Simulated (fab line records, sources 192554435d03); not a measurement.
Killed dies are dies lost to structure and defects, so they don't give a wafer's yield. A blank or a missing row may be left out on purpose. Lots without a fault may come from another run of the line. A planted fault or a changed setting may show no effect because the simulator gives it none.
Chamber matching | flow n5_finfet | N5_MOL_CONTACT_COAG_ETCH_47 on rie_diel-03: 4 sister chambers
The step etches SiNx in CH3F/O2, stops on W, target depth 27 nm. 4 wafers are shown with their chamber, then 12 later ones without.

WAFERS WITH THEIR CHAMBER
wafer  | chamber | drypump_motor_current_A (A)
L090.1 | 2       | 5.6
L091.1 | 3       | 5.7
L092.2 | 0       | 5.1
L092.6 | 1       | 6.2

WAFERS WITHOUT THEIR CHAMBER
wafer  | drypump_motor_current_A (A)
L093.1 | 6.3
L093.3 | 5.7
L093.5 | 5.6
L094.3 | 6.3
L094.5 | 5.6
L094.6 | 5.7
L095.2 | 5.6
L095.4 | 5.2
L095.5 | 5.2
L097.1 | 5.6
L097.3 | 6.3
L097.4 | 5.1

WHICH CHAMBER EACH WENT THROUGH
wafer  | from the rows above     | in truth
L093.1 | 1                       | 1
L093.3 | can't be placed: 3 or 2 | 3
L093.5 | can't be placed: 2 or 3 | 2
L094.3 | 1                       | 1
L094.5 | can't be placed: 2 or 3 | 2
L094.6 | can't be placed: 3 or 2 | 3
L095.2 | can't be placed: 2 or 3 | 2
L095.4 | 0                       | 0
L095.5 | 0                       | 0
L097.1 | can't be placed: 2 or 3 | 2
L097.3 | 1                       | 1
L097.4 | 0                       | 0
Placed correctly: 6 of 12. Can't be placed from these rows: 6 (the true chamber is among the candidates in 6). Placed wrongly: 0.
How it was worked out, from the rows above alone: a wafer's distance from a chamber is the root of the sum, over the readings, of the square of ((its reading less the chamber's mean) divided by the reading's scatter). The wafer belongs to the nearest chamber; if the next one is less than 2 further off, it can't be placed. A chamber's mean is the mean of its shown wafers. The scatter: with one shown wafer a chamber, the root of the mean of the squares of how far each hidden wafer lies from its nearest shown one.
